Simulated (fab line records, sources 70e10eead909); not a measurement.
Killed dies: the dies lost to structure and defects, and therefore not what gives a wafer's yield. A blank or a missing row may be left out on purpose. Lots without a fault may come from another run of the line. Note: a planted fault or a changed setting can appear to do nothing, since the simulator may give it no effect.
fab line records	flow nandHarc
record: lots: 24	wafers: 72	lastDay: 33
route steps=1302 shown A_CONTACT@1084 A_BLC@1128 A_M0@1151
lots untouched by any fault: they come from a run of this same line in which no faults occurred
startH: the number of hours between the record's first day and the start of the first shown wafer of the lot	waitH: hours from the lot's prior step to this one	" unchanged from the row above	L1.1+2: several wafers, shown together as one row	- either no value or no given start	* or withheld: withheld	< > ~ a bound
route shown NAME@n: a module of which the file shows steps, and the number in the route of the first	usual: mean and standard deviation over wafers with no fault	same: alike in all rows	chamber/n: place in a boat	sites: each site's reading	_std_site: how widely they spread, as a standard deviation	_edge_site: inner sites' mean taken away from outer sites' mean	radiusMm: for every site, how far away it sits from the centre of the wafer	mask NAME#n: copy n	behind: the most recent tool/chamber to have shaped the wafer	hold: why the lot went on hold/how many hours it stayed there/how the hold came to an end	device: the n, p or np transistor that did not switch	end of line: tests of these same wafers at the route's end	step lacking rows: just its recipe	killed: at the first sort, the dies lost to defects and structure; wafer yield is something else	map: dies across one wafer; x = killed, . = not, _ = none there
set.NAME: the setting the step ran with; set.NAME@STEP: the setting that earlier step ran with	model.NAME: the simulator's own value behind a step, which no gauge read
the route's steps for a sample of lots (tables are steps, rows are wafers)
services: the hour from which a tool's chamber was out of use, counted from the record's first day as startH (under 0 if before that day), plus the number of hours and why
== steps ==
step: NHARC_A_CONTACT_ETCH_30
recipe: targetDepthA: 726	timeS: 36.3	cf4FlowSccm: 100	chf3FlowSccm: 30	arFlowSccm: 0	rfW: 500	biasW: 200	chemistry: CF4/CHF3
usual: drypumpMotorCurrentA: 5.6/0.43	oesProductAu: 0.935/0.021	rfVppV: 370.3/2.5	showerheadPlenumPTorr: 1.57/0.071	throttleValvePct: 16.802/0.0091
lot.wafer	tool	chamber	startH	waitH	drypumpMotorCurrentA	oesProductAu	rfHoursCounterH	rfVppV	showerheadPlenumPTorr	throttleValvePct
L074.1	rieDiel-13	0	-	-	6.4	0.958	53	369.9	1.52	16.789
L074.3	"	3	"	"	5.2	0.952	56	368.5	1.50	16.791
L074.5	"	1	"	"	5.3	0.960	-	373.0	1.66	16.814
L075.4	rieDiel-05	2	-	-	5.1	0.968	37	367.9	1.52	16.807
L075.3	"	0	"	"	5.4	0.963	40	370.4	1.54	16.800
L075.5	"	3	"	"	5.2	0.986	-	370.7	1.55	16.813
L077.4	rieDiel-03	2	-	-	6.3	0.925	11	370.2	1.58	16.812
L077.2	"	0	"	"	5.3	0.923	9	365.8	1.46	16.785
L077.5	"	2	"	"	6.3	0.928	-	370.3	1.58	16.802
L076.2	rieDiel-03	1	-	-	5.4	0.926	11	371.8	1.64	16.813
L076.3	"	0	"	"	5.3	0.928	10	368.3	1.46	16.801
L076.6	"	1	"	"	5.4	0.923	-	371.3	1.64	16.803
L078.2	rieDiel-03	0	-	-	5.3	0.920	11	365.5	1.46	16.805
L078.4	"	3	"	"	5.9	0.930	11	368.7	1.52	16.803
L078.6	"	1	"	"	5.4	0.922	-	371.5	1.64	16.803
L079.2	rieDiel-13	2	-	-	5.2	0.910	22	368.6	1.53	16.799
L079.1	"	3	"	"	5.2	0.917	20	367.6	1.50	16.805
L079.4	"	0	"	"	6.4	0.920	17	368.7	1.51	16.800
L080.4	rieDiel-03	1	-	-	5.4	0.975	17	372.6	1.64	16.797
L080.5	"	1	"	"	5.4	0.975	-	374.3	1.64	16.791
L080.6	"	2	"	"	6.2	0.994	-	371.5	1.58	16.797
L081.2	rieDiel-03	2	-	-	6.3	0.927	18	371.1	1.58	16.796
L081.1	"	3	"	"	5.9	0.926	17	367.9	1.51	16.813
L081.5	"	0	"	"	5.3	0.916	-	366.3	1.46	16.791
L082.1	rieDiel-13	2	-	-	5.2	0.912	33	369.3	1.52	16.792
L082.4	"	0	"	"	6.4	0.919	28	368.3	1.51	16.792
L082.5	"	2	"	"	5.2	0.917	-	370.3	1.52	16.791
L083.1	rieDiel-13	3	-	-	5.2	0.926	32	369.4	1.50	16.831
L083.3	"	0	"	"	6.4	0.926	30	369.1	1.51	16.803
L083.2	"	1	"	"	5.3	0.925	31	373.2	1.65	16.794
L084.3	rieDiel-05	2	-	-	5.1	0.936	5	368.5	1.51	16.793
L084.1	"	0	"	"	5.4	0.942	4	369.4	1.54	16.818
L084.5	"	3	"	"	5.2	0.920	-	370.5	1.55	16.806
L086.3	rieDiel-03	0	-	-	5.3	0.917	27	368.1	1.46	16.809
L086.1	"	2	"	"	6.3	0.933	26	370.9	1.58	16.813
L086.6	"	0	"	"	5.3	0.918	-	366.2	1.46	16.808
L085.2	rieDiel-05	3	-	-	5.3	0.914	14	369.3	1.55	16.802
L085.1	"	0	"	"	5.4	0.933	14	369.2	1.53	16.803
L085.5	"	3	"	"	5.3	0.919	-	370.5	1.55	16.801
L088.1	rieDiel-03	2	-	-	6.3	0.926	2	370.8	1.58	16.798
L088.2	"	1	"	"	5.4	0.923	2	374.5	1.63	16.805
L088.6	"	3	"	"	5.9	0.941	-	368.1	1.51	16.811
L087.4	rieDiel-03	1	-	-	5.4	0.955	3	371.0	1.63	16.821
L087.3	"	2	"	"	6.3	0.976	3	371.3	1.58	16.810
L087.6	"	0	"	"	5.3	0.958	-	373.7	1.70	16.793
L089.3	rieDiel-03	0	-	-	5.3	0.965	4	375.1	1.70	16.794
L089.1	"	1	"	"	5.4	0.966	3	372.3	1.63	16.796
L089.4	"	3	"	"	5.9	0.991	4	366.8	1.51	16.792
L090.3	rieDiel-13	0	-	-	6.4	0.914	50	366.8	1.51	16.796
L090.5	"	2	"	"	5.2	0.912	-	369.5	1.52	16.809
L090.6	"	3	"	"	5.2	0.913	-	367.8	1.49	16.800
L093.2	rieDiel-03	0	-	-	5.3	0.920	7	374.4	1.70	16.804
L093.6	"	3	"	"	5.9	0.941	-	367.5	1.51	16.810
L093.5	"	0	"	"	5.3	0.931	-	375.1	1.70	16.793
L091.4	rieDiel-03	3	-	-	5.9	0.934	8	367.4	1.51	16.796
L091.3	"	1	"	"	5.4	0.920	9	372.9	1.63	16.800
L091.1	"	2	"	"	6.3	0.928	8	371.4	1.57	16.824
L092.3	rieDiel-03	1	-	-	5.4	0.935	11	372.8	1.63	16.794
L092.2	"	2	"	"	6.2	0.943	10	369.0	1.57	16.801
L092.6	"	1	"	"	5.4	0.927	-	373.4	1.63	16.815
L094.3	rieDiel-13	0	-	-	6.4	0.955	3	367.7	1.50	16.801
L094.4	"	3	"	"	5.2	0.967	3	367.3	1.49	16.806
L094.6	"	1	"	"	5.3	0.967	-	373.2	1.64	16.804
L095.2	rieDiel-03	0	-	-	5.3	0.927	17	375.4	1.70	16.806
L095.6	"	2	"	"	6.2	0.927	-	370.4	1.57	16.811
L095.4	"	1	"	"	5.4	0.943	-	371.8	1.63	16.813
L096.3	rieDiel-03	1	-	-	5.4	0.921	15	372.8	1.63	16.810
L096.6	"	0	"	"	5.3	0.913	-	375.9	1.70	16.789
L096.4	"	1	"	"	5.4	0.928	-	373.1	1.63	16.822
L097.2	rieDiel-13	3	-	-	5.2	0.917	8	367.9	1.49	16.786
L097.3	"	1	"	"	5.3	0.938	9	372.7	1.64	16.794
L097.5	"	3	"	"	5.3	0.917	-	367.1	1.49	16.797
step: NHARC_A_CONTACT_ETCH_92
recipe: targetDepthA: 400	overEtchFrac: 0.5	timeS: 85.7	ionEnergyEv: 120	ch3fFlowSccm: 50	o2FlowSccm: 30	arFlowSccm: 200	rfW: 500	biasW: 100	chemistry: CH3F/O2
usual: drypumpMotorCurrentA: 5.6/0.43	oesProductAu: 0.937/0.028	rfVppV: 243.8/1.8	showerheadPlenumPTorr: 2.42/0.1	throttleValvePct: 20.663/0.0083
lot.wafer	tool	chamber	startH	waitH	drypumpMotorCurrentA	oesProductAu	rfHoursCounterH	rfVppV	showerheadPlenumPTorr	throttleValvePct
L074.1	rieDiel-03	2	511.24	0.5	6.2	0.933	7	244.2	2.47	20.654
L074.3	"	3	"	"	5.9	0.925	6	243.4	2.37	20.654
L074.5	"	1	"	"	5.4	0.939	-	246.2	2.56	20.661
L075.4	rieDiel-13	1	530.17	0.4	5.3	0.988	0	247.2	2.60	20.654
L075.3	"	3	"	"	5.2	0.996	0	242.9	2.35	20.659
L075.5	"	1	"	"	5.3	0.996	-	246.5	2.59	20.653
L077.2	rieDiel-05	0	533.97	0.5	5.4	0.924	44	243.4	2.41	20.639
L077.4	"	3	"	"	5.2	0.933	40	243.7	2.42	20.652
L077.5	"	0	"	"	5.4	0.931	-	245.4	2.41	20.654
L076.2	rieDiel-03	2	535.11	0.5	6.2	0.930	12	245.6	2.47	20.678
L076.3	"	3	"	"	5.9	0.923	10	242.0	2.37	20.667
L076.6	"	0	"	"	5.3	0.929	-	240.7	2.28	20.650
L078.4	rieDiel-03	0	546.55	0.4	5.3	0.935	11	239.9	2.28	20.669
L078.2	"	1	"	"	5.4	0.946	12	246.5	2.56	20.685
L078.6	"	2	"	"	6.3	0.941	-	243.8	2.47	20.652
L079.2	rieDiel-03	3	581.37	0.6	5.9	1.000	16	243.3	2.36	20.670
L079.1	"	0	"	"	5.3	0.982	17	241.9	2.27	20.654
L079.4	"	3	"	"	5.9	1.002	-	242.7	2.36	20.668
L080.5	rieDiel-03	2	581.81	0.3	6.3	0.933	-	245.0	2.47	20.668
L080.4	"	3	"	"	5.9	0.932	-	241.5	2.36	20.663
L080.6	"	0	"	"	5.3	0.917	-	241.2	2.27	20.662
L081.1	rieDiel-03	2	587.46	0.5	6.3	0.920	20	244.7	2.47	20.670
L081.2	"	3	"	"	5.9	0.925	19	243.2	2.36	20.664
L081.5	"	3	"	"	5.9	0.925	-	242.7	2.36	20.668
L082.4	rieDiel-13	1	610.25	0.4	5.3	0.923	31	247.9	2.58	20.660
L082.1	"	2	"	"	5.2	0.921	34	244.1	2.38	20.660
L082.5	"	3	"	"	5.2	0.924	-	242.1	2.33	20.660
L083.3	rieDiel-13	0	615.88	0.4	6.4	0.919	31	241.6	2.36	20.651
L083.1	"	1	"	"	5.3	0.919	33	245.9	2.58	20.659
L083.2	"	2	"	"	5.2	0.916	35	242.7	2.38	20.661
L084.3	rieDiel-05	0	616.60	0.4	5.4	0.936	5	243.0	2.40	20.665
L084.1	"	2	"	"	5.1	0.931	6	241.8	2.36	20.670
L084.5	"	0	"	"	5.4	0.935	-	243.6	2.40	20.669
L086.1	rieDiel-03	2	635.30	0.5	6.3	0.932	27	244.1	2.46	20.678
L086.3	"	3	"	"	5.9	0.928	28	244.1	2.36	20.658
L086.6	"	1	"	"	5.4	0.923	-	246.8	2.56	20.659
L085.1	rieDiel-03	2	644.94	0.5	6.3	1.014	0	244.5	2.46	20.663
L085.2	"	3	"	"	5.9	1.023	0	243.7	2.36	20.664
L085.5	"	2	"	"	6.2	1.016	-	244.5	2.46	20.663
L088.2	rieDiel-05	2	654.98	0.5	5.1	0.922	18	242.7	2.36	20.663
L088.1	"	1	"	"	5.5	0.921	15	243.1	2.34	20.669
L088.6	"	3	"	"	5.2	0.923	-	242.7	2.41	20.659
L087.4	rieDiel-05	2	658.79	0.4	5.1	0.918	18	243.6	2.36	20.653
L087.3	"	0	"	"	5.4	0.925	22	244.6	2.39	20.672
L087.6	"	3	"	"	5.2	0.935	-	243.2	2.41	20.669
L089.4	rieDiel-13	0	662.13	0.4	6.4	0.930	50	242.8	2.35	20.668
L089.3	"	2	"	"	5.2	0.920	51	241.9	2.37	20.658
L089.1	"	3	"	"	5.2	0.917	49	241.0	2.33	20.671
L090.3	rieDiel-05	3	664.45	0.4	5.2	0.926	23	243.4	2.41	20.661
L090.5	"	1	"	"	5.4	0.928	-	242.6	2.33	20.670
L090.6	"	2	"	"	5.1	0.933	-	243.4	2.35	20.677
L093.2	rieDiel-05	3	687.27	0.6	5.3	0.922	29	244.7	2.41	20.677
L093.6	"	0	"	"	5.4	0.921	-	242.7	2.39	20.657
L093.5	"	1	"	"	5.5	0.926	-	242.9	2.33	20.661
L091.3	rieDiel-03	2	688.82	0.4	6.3	0.930	9	245.8	2.46	20.662
L091.1	"	3	"	"	5.9	0.935	8	242.3	2.36	20.665
L091.4	"	0	"	"	5.3	0.929	9	247.7	2.66	20.656
L092.2	rieDiel-03	0	694.83	0.5	5.3	0.923	10	247.4	2.66	20.667
L092.3	"	1	"	"	5.4	0.924	11	245.3	2.55	20.659
L092.6	"	1	"	"	5.4	0.913	-	246.3	2.55	20.663
L094.4	rieDiel-13	3	715.62	0.4	5.2	0.913	4	243.2	2.32	20.657
L094.3	"	0	"	"	6.4	0.915	4	243.0	2.35	20.669
L094.6	"	2	"	"	5.2	0.905	-	244.0	2.37	20.650
L095.2	rieDiel-13	0	728.95	0.5	6.4	1.000	7	243.5	2.35	20.671
L095.4	"	2	"	"	5.2	0.996	8	242.7	2.36	20.671
L095.6	"	0	"	"	6.4	0.987	-	241.8	2.35	20.663
L096.3	rieDiel-13	2	732.75	0.4	5.2	0.925	9	244.2	2.36	20.654
L096.4	"	3	"	"	5.3	0.927	8	242.3	2.32	20.679
L096.6	"	1	"	"	5.3	0.924	-	246.0	2.57	20.672
L097.3	rieDiel-03	0	736.59	0.4	5.3	0.930	20	246.8	2.65	20.678
L097.2	"	2	"	"	6.3	0.925	20	244.8	2.45	20.677
L097.5	"	1	"	"	5.4	0.925	-	246.2	2.55	20.665
step: NHARC_A_BLC_DEGAS_30
recipe: tempC: 300	timeS: 60
usual: heaterPowerW: 473/49
lot.wafer	tool	chamber	startH	waitH	heaterPowerW
L074.1	pvdSputter-03	-	516.14	-	452
L074.3	"	-	"	"	502
L074.5	"	-	"	"	411
L075.4	pvdSputter-02	-	535.26	-	449
L075.3	"	-	"	"	459
L075.5	"	-	"	"	505
L077.4	pvdSputter-01	-	538.83	-	429
L077.2	"	-	"	"	450
L077.5	"	-	"	"	591
L076.3	pvdSputter-02	-	540.01	-	517
L076.2	"	-	"	"	451
L076.6	"	-	"	"	447
L078.4	pvdSputter-01	-	551.77	-	420
L078.2	"	-	"	"	456
L078.6	"	-	"	"	445
L079.4	pvdSputter-02	-	586.23	-	444
L079.1	"	-	"	"	499
L079.2	"	-	"	"	446
L080.4	pvdSputter-03	-	586.86	-	410
L080.6	"	-	"	"	461
L080.5	"	-	"	"	480
L081.2	pvdSputter-03	-	592.58	-	457
L081.1	"	-	"	"	470
L081.5	"	-	"	"	471
L082.1	pvdSputter-02	-	615.00	-	491
L082.4	"	-	"	"	460
L082.5	"	-	"	"	503
L083.3	pvdSputter-01	-	620.96	-	618
L083.2	"	-	"	"	405
L083.1	"	-	"	"	458
L084.1	pvdSputter-03	-	621.97	-	464
L084.3	"	-	"	"	422
L084.5	"	-	"	"	475
L086.1	pvdSputter-03	-	640.25	-	459
L086.3	"	-	"	"	465
L086.6	"	-	"	"	457
L085.2	pvdSputter-02	-	650.67	-	446
L085.1	"	-	"	"	485
L085.5	"	-	"	"	498
L088.2	pvdSputter-02	-	659.85	-	443
L088.1	"	-	"	"	498
L088.6	"	-	"	"	511
L087.3	pvdSputter-02	-	663.60	-	529
L087.4	"	-	"	"	439
L087.6	"	-	"	"	511
L089.1	pvdSputter-02	-	666.93	-	486
L089.3	"	-	"	"	441
L089.4	"	-	"	"	528
L090.3	pvdSputter-01	-	669.37	-	477
L090.5	"	-	"	"	452
L090.6	"	-	"	"	604
L093.2	pvdSputter-01	-	692.37	-	403
L093.6	"	-	"	"	590
L093.5	"	-	"	"	415
L091.3	pvdSputter-02	-	693.91	-	444
L091.4	"	-	"	"	523
L091.1	"	-	"	"	429
L092.3	pvdSputter-02	-	700.03	-	506
L092.2	"	-	"	"	429
L092.6	"	-	"	"	436
L094.4	pvdSputter-02	-	720.74	-	483
L094.3	"	-	"	"	434
L094.6	"	-	"	"	524
L095.2	pvdSputter-03	-	734.38	-	482
L095.4	"	-	"	"	445
L095.6	"	-	"	"	499
L096.3	pvdSputter-03	-	737.72	-	485
L096.4	"	-	"	"	486
L096.6	"	-	"	"	490
L097.2	pvdSputter-01	-	741.51	-	481
L097.3	"	-	"	"	445
L097.5	"	-	"	"	412
step: NHARC_A_M0_ETCH_34
recipe: targetDepthA: 400	overetchA: 120	timeS: 43.94	ionEnergyEv: 200	n2FlowSccm: 150	h2FlowSccm: 150	arFlowSccm: 0	rfW: 400	biasW: 150	chemistry: N2/H2
usual: drypumpMotorCurrentA: 5.8/0.46	oesProductAu: 1.002/0.0077	rfVppV: 431.5/2.4	showerheadPlenumPTorr: 2.08/0.082	throttleValvePct: 14.170/0.0091
lot.wafer	tool	chamber	startH	waitH	drypumpMotorCurrentA	oesProductAu	rfHoursCounterH	rfVppV	showerheadPlenumPTorr	throttleValvePct
L074.1	rieDiel-11	0	518.70	0.1	5.0	0.999	2.7	431.5	2.09	14.179
L074.3	"	2	"	"	6.6	1.001	3.4	428.7	1.97	14.168
L074.5	"	0	"	"	5.1	0.998	-	431.6	2.09	14.171
L075.4	rieDiel-07	3	537.94	0.1	5.5	1.009	2.2	434.2	2.11	14.168
L075.3	"	0	"	"	6.6	1.008	2.2	435.0	2.18	14.157
L075.5	"	3	"	"	5.5	1.018	-	432.9	2.11	14.180
L077.2	rieDiel-07	1	541.26	0.1	5.6	1.006	3.5	430.9	2.02	14.159
L077.4	"	2	"	"	5.7	1.005	3.4	428.6	1.97	14.174
L077.5	"	2	"	"	5.7	1.000	-	427.7	1.97	14.158
L076.2	rieDiel-06	1	542.63	0.1	5.2	1.006	2.3	433.8	2.19	14.156
L076.3	"	2	"	"	6.1	0.991	2.0	430.9	2.03	14.184
L076.6	"	3	"	"	6.0	0.995	-	432.7	2.20	14.162
L078.2	rieDiel-11	2	554.18	0.1	6.6	1.007	4.4	427.7	1.97	14.177
L078.4	"	0	"	"	5.0	0.994	3.7	431.9	2.09	14.185
L078.6	"	2	"	"	6.6	0.996	-	429.0	1.97	14.150
L079.2	rieDiel-11	1	588.81	0.1	5.7	1.004	6.7	428.3	1.98	14.182
L079.1	"	2	"	"	6.6	0.993	7.3	429.6	1.97	14.171
L079.4	"	3	"	"	5.6	0.996	6.1	431.1	2.10	14.171
L080.4	rieDiel-07	1	589.40	0.1	5.6	0.994	5.4	432.3	2.02	14.167
L080.5	"	0	"	"	6.6	0.996	-	434.1	2.18	14.177
L080.6	"	1	"	"	5.6	0.996	-	431.3	2.02	14.147
L081.1	rieDiel-07	1	595.12	0.1	5.7	0.998	6.0	431.3	2.02	14.168
L081.2	"	0	"	"	6.6	1.001	5.3	435.9	2.18	14.148
L081.5	"	1	"	"	5.7	1.007	-	429.6	2.02	14.178
L082.4	rieDiel-07	2	617.45	0.1	5.7	1.000	7.1	428.0	1.97	14.166
L082.1	"	0	"	"	6.6	1.011	6.6	436.6	2.18	14.166
L082.5	"	3	"	"	5.5	1.028	-	431.8	2.11	14.170
L083.3	rieDiel-06	3	623.54	0.1	5.9	1.015	10.9	433.8	2.19	14.176
L083.2	"	0	"	"	5.4	1.010	10.4	433.5	2.15	14.171
L083.1	"	2	"	"	6.0	1.002	9.3	430.2	2.03	14.177
L084.3	rieDiel-06	3	624.50	0.1	6.0	1.001	11.0	434.1	2.19	14.183
L084.1	"	0	"	"	5.4	1.010	10.5	433.0	2.15	14.153
L084.5	"	3	"	"	6.0	0.999	-	434.4	2.19	14.169
L086.1	rieDiel-06	1	642.68	0.1	5.2	1.012	10.3	434.3	2.19	14.172
L086.3	"	3	"	"	6.0	1.005	11.8	434.4	2.19	14.174
L086.6	"	1	"	"	5.2	1.001	-	433.7	2.19	14.181
L085.1	rieDiel-11	2	653.28	0.1	6.6	0.990	2.0	428.5	1.97	14.170
L085.2	"	0	"	"	5.1	0.999	2.2	432.7	2.09	14.171
L085.5	"	2	"	"	6.6	0.987	-	428.9	1.97	14.168
L088.1	rieDiel-11	3	662.30	0.1	5.6	1.001	1.9	431.6	2.10	14.163
L088.2	"	1	"	"	5.8	1.003	3.3	428.5	1.98	14.177
L088.6	"	2	"	"	6.6	1.009	-	427.9	1.97	14.176
L087.4	rieDiel-11	0	666.02	0.1	5.1	1.006	3.7	433.6	2.09	14.180
L087.3	"	1	"	"	5.7	1.011	3.5	428.9	1.98	14.171
L087.6	"	1	"	"	5.8	1.004	-	428.0	1.98	14.173
L089.1	rieDiel-11	1	669.33	0.1	5.7	1.002	3.6	429.5	1.98	14.173
L089.4	"	2	"	"	6.6	0.995	3.4	426.9	1.97	14.177
L089.3	"	0	"	"	5.1	0.992	3.8	431.3	2.09	14.166
L090.3	rieDiel-11	0	671.96	0.1	5.0	1.016	3.9	431.5	2.09	14.162
L090.5	"	1	"	"	5.8	1.004	-	429.1	1.98	14.158
L090.6	"	2	"	"	6.6	1.000	-	429.5	1.97	14.170
L093.2	rieDiel-07	3	694.78	0.1	5.5	0.989	1.5	430.3	2.10	14.171
L093.6	"	3	"	"	5.5	0.999	-	431.9	2.11	14.174
L093.5	"	0	"	"	6.7	0.989	-	434.7	2.17	14.160
L091.1	rieDiel-06	2	696.48	0.1	6.1	1.003	1.2	430.4	2.03	14.162
L091.3	"	3	"	"	6.0	1.011	0.8	434.1	2.19	14.166
L091.4	"	0	"	"	5.5	1.008	0.8	433.1	2.14	14.184
L092.2	rieDiel-06	3	702.47	0.1	6.0	1.002	0.8	435.3	2.19	14.164
L092.3	"	1	"	"	5.2	1.000	1.3	434.3	2.18	14.158
L092.6	"	2	"	"	6.0	1.005	-	432.9	2.03	14.178
L094.4	rieDiel-07	3	723.15	0.1	5.5	1.000	3.7	432.4	2.10	14.160
L094.3	"	1	"	"	5.6	0.982	5.0	429.7	2.02	14.156
L094.6	"	3	"	"	5.6	1.002	-	431.9	2.10	14.168
L095.2	rieDiel-11	3	737.01	0.1	5.6	0.995	6.2	432.1	2.10	14.170
L095.4	"	2	"	"	6.6	1.000	6.7	428.9	1.97	14.158
L095.6	"	0	"	"	5.1	1.011	-	433.4	2.09	14.159
L096.4	rieDiel-06	3	740.92	0.1	6.0	1.000	2.3	434.7	2.19	14.166
L096.3	"	0	"	"	5.4	0.998	2.1	431.5	2.14	14.179
L096.6	"	3	"	"	5.9	1.005	-	434.8	2.19	14.177
L097.2	rieDiel-06	2	744.05	0.1	6.0	0.996	2.7	429.3	2.03	14.171
L097.3	"	3	"	"	5.9	1.008	2.5	434.6	2.19	14.163
L097.5	"	3	"	"	6.0	1.010	-	434.0	2.19	14.183
step: NHARC_A_M0_CD_MEAS_16
usual: cdNm: 79.9/0.61
lot.wafer	tool	chamber	startH	waitH	cdNm
L074.1	cdSem-03	-	518.91	-	79.7
L074.3	"	-	"	"	80.6
L074.5	"	-	"	"	79.6
L075.3	cdSem-01	-	538.15	-	79.7
L075.4	"	-	"	"	80.7
L075.5	"	-	"	"	79.7
L077.2	cdSem-02	-	541.48	-	80.0
L077.4	"	-	"	"	80.5
L077.5	"	-	"	"	80.1
L076.2	cdSem-01	-	542.84	-	79.3
L076.3	"	-	"	"	80.3
L076.6	"	-	"	"	79.6
L078.2	cdSem-02	-	554.40	-	81.2
L078.4	"	-	"	"	80.0
L078.6	"	-	"	"	81.9
L079.1	cdSem-03	-	589.01	-	79.1
L079.2	"	-	"	"	80.1
L079.4	"	-	"	"	80.7
L080.4	cdSem-01	-	589.62	-	79.8
L080.5	"	-	"	"	79.5
L080.6	"	-	"	"	79.2
L081.1	cdSem-03	-	595.33	-	80.0
L081.2	"	-	"	"	80.0
L081.5	"	-	"	"	80.8
L082.1	cdSem-03	-	617.67	-	79.2
L082.4	"	-	"	"	79.6
L082.5	"	-	"	"	80.1
L083.1	cdSem-02	-	623.75	-	80.0
L083.2	"	-	"	"	79.8
L083.3	"	-	"	"	80.5
L084.1	cdSem-03	-	624.72	-	80.4
L084.3	"	-	"	"	79.7
L084.5	"	-	"	"	80.2
L086.1	cdSem-02	-	642.89	-	79.5
L086.3	"	-	"	"	80.1
L086.6	"	-	"	"	80.3
L085.1	cdSem-02	-	653.52	-	79.5
L085.2	"	-	"	"	79.5
L085.5	"	-	"	"	79.3
L088.1	cdSem-02	-	662.51	-	79.8
L088.2	"	-	"	"	79.8
L088.6	"	-	"	"	79.4
L087.3	cdSem-01	-	666.24	-	79.2
L087.4	"	-	"	"	79.5
L087.6	"	-	"	"	80.0
L089.1	cdSem-03	-	669.55	-	80.2
L089.3	"	-	"	"	80.2
L089.4	"	-	"	"	79.8
L090.3	cdSem-02	-	672.16	-	80.6
L090.5	"	-	"	"	80.9
L090.6	"	-	"	"	80.5
L093.2	cdSem-01	-	694.99	-	79.9
L093.5	"	-	"	"	79.3
L093.6	"	-	"	"	79.4
L091.1	cdSem-03	-	696.70	-	80.9
L091.3	"	-	"	"	80.8
L091.4	"	-	"	"	80.5
L092.2	cdSem-02	-	702.68	-	79.9
L092.3	"	-	"	"	80.6
L092.6	"	-	"	"	80.6
L094.3	cdSem-02	-	723.37	-	77.9
L094.4	"	-	"	"	78.6
L094.6	"	-	"	"	79.1
L095.2	cdSem-03	-	737.23	-	80.6
L095.4	"	-	"	"	79.5
L095.6	"	-	"	"	80.0
L096.3	cdSem-03	-	741.13	-	79.8
L096.4	"	-	"	"	79.3
L096.6	"	-	"	"	79.8
L097.2	cdSem-02	-	744.28	-	79.2
L097.3	"	-	"	"	79.1
L097.5	"	-	"	"	79.2
step: NHARC_A_M0_ANNEAL_30
recipe: tempC: 225	timeS: 90
usual: wafer_temp_C_max: 226.2/0.43
lot.wafer	tool	chamber	startH	waitH	wafer_temp_C_max
L074.1	rtpAnneal-02	0	520.38	0.3	225.5
L074.3	"	0	"	"	225.8
L074.5	"	0	"	"	225.8
L075.3	rtpAnneal-02	0	539.61	0.3	226.1
L075.4	"	0	"	"	225.5
L075.5	"	0	"	"	225.5
L077.2	rtpAnneal-01	0	542.90	0.4	226.5
L077.4	"	0	"	"	226.4
L077.5	"	0	"	"	226.6
L076.2	rtpAnneal-02	0	544.24	0.3	226.3
L076.3	"	0	"	"	226.1
L076.6	"	0	"	"	226.1
L078.2	rtpAnneal-02	0	555.81	0.4	226.1
L078.4	"	0	"	"	226.2
L078.6	"	0	"	"	226.1
L079.1	rtpAnneal-01	0	590.37	-	227.0
L079.2	"	0	"	"	227.1
L079.4	"	0	"	"	226.7
L080.4	rtpAnneal-02	0	591.12	0.3	225.9
L080.5	"	0	"	"	226.3
L080.6	"	0	"	"	225.7
L081.1	rtpAnneal-02	0	596.68	-	225.6
L081.2	"	0	"	"	225.8
L081.5	"	0	"	"	225.8
L082.1	rtpAnneal-01	0	619.03	-	226.4
L082.4	"	0	"	"	226.3
L082.5	"	0	"	"	226.7
L083.1	rtpAnneal-02	0	625.11	0.3	225.9
L083.2	"	0	"	"	226.3
L083.3	"	0	"	"	226.6
L084.1	rtpAnneal-02	0	626.06	-	226.3
L084.3	"	0	"	"	226.5
L084.5	"	0	"	"	226.1
L086.1	rtpAnneal-02	0	644.25	-	226.3
L086.3	"	0	"	"	225.9
L086.6	"	0	"	"	226.1
L085.1	rtpAnneal-02	0	654.88	-	225.6
L085.2	"	0	"	"	226.3
L085.5	"	0	"	"	226.3
L088.1	rtpAnneal-02	0	663.86	-	225.9
L088.2	"	0	"	"	226.2
L088.6	"	0	"	"	226.0
L087.3	rtpAnneal-02	0	667.70	0.3	226.4
L087.4	"	0	"	"	226.0
L087.6	"	0	"	"	226.2
L089.1	rtpAnneal-01	0	670.90	0.3	227.4
L089.3	"	0	"	"	226.4
L089.4	"	0	"	"	226.4
L090.3	rtpAnneal-01	0	673.64	0.3	226.6
L090.5	"	0	"	"	226.5
L090.6	"	0	"	"	226.7
L093.2	rtpAnneal-01	0	696.43	0.4	227.2
L093.5	"	0	"	"	226.2
L093.6	"	0	"	"	226.6
L091.1	rtpAnneal-01	0	698.07	0.3	226.4
L091.3	"	0	"	"	226.2
L091.4	"	0	"	"	226.7
L092.2	rtpAnneal-02	0	704.09	0.4	225.8
L092.3	"	0	"	"	225.9
L092.6	"	0	"	"	225.8
L094.3	rtpAnneal-01	0	724.84	0.3	226.4
L094.4	"	0	"	"	226.3
L094.6	"	0	"	"	226.8
L095.2	rtpAnneal-02	0	738.63	-	226.1
L095.4	"	0	"	"	226.3
L095.6	"	0	"	"	225.8
L096.3	rtpAnneal-02	0	742.58	0.3	226.1
L096.4	"	0	"	"	226.3
L096.6	"	0	"	"	225.9
L097.2	rtpAnneal-01	0	745.70	0.3	226.7
L097.3	"	0	"	"	226.6
L097.5	"	0	"	"	226.8
== services ==
tool	chamber	startH	hours	kind
rieDiel-06	2	504.07	1.2	repair
pvdSputter-02	-	510.99	2.9	repair
rieDiel-13	-	520.02	9.0	pm
pvdSputter-03	-	526.00	10.0	pm
pvdSputter-02	-	550.72	7.4	repair
rieDiel-03	2	570.50	5.3	repair
rieDiel-03	1	580.94	8.3	repair
rieDiel-05	-	583.60	9.0	pm
rieDiel-07	-	592.10	0.4	repair
pvdSputter-03	-	600.04	2.2	repair
rieDiel-11	-	609.50	9.0	pm
pvdSputter-03	-	618.08	0.6	repair
pvdSputter-02	-	638.02	10.0	pm
rieDiel-11	3	648.10	7.6	repair
pvdSputter-02	-	652.07	4.9	repair
rieDiel-13	0	652.35	1.4	repair
rieDiel-06	-	661.30	9.0	pm
rieDiel-13	1	674.59	5.0	repair
rieDiel-05	2	678.13	1.2	repair
rieDiel-03	1	695.26	15.9	repair
rieDiel-13	-	697.02	9.0	pm
rieDiel-03	3	722.19	18.0	repair
rieDiel-13	2	735.85	6.5	repair
rtpAnneal-02	-	744.00	12.0	pm
== key ==
fault none
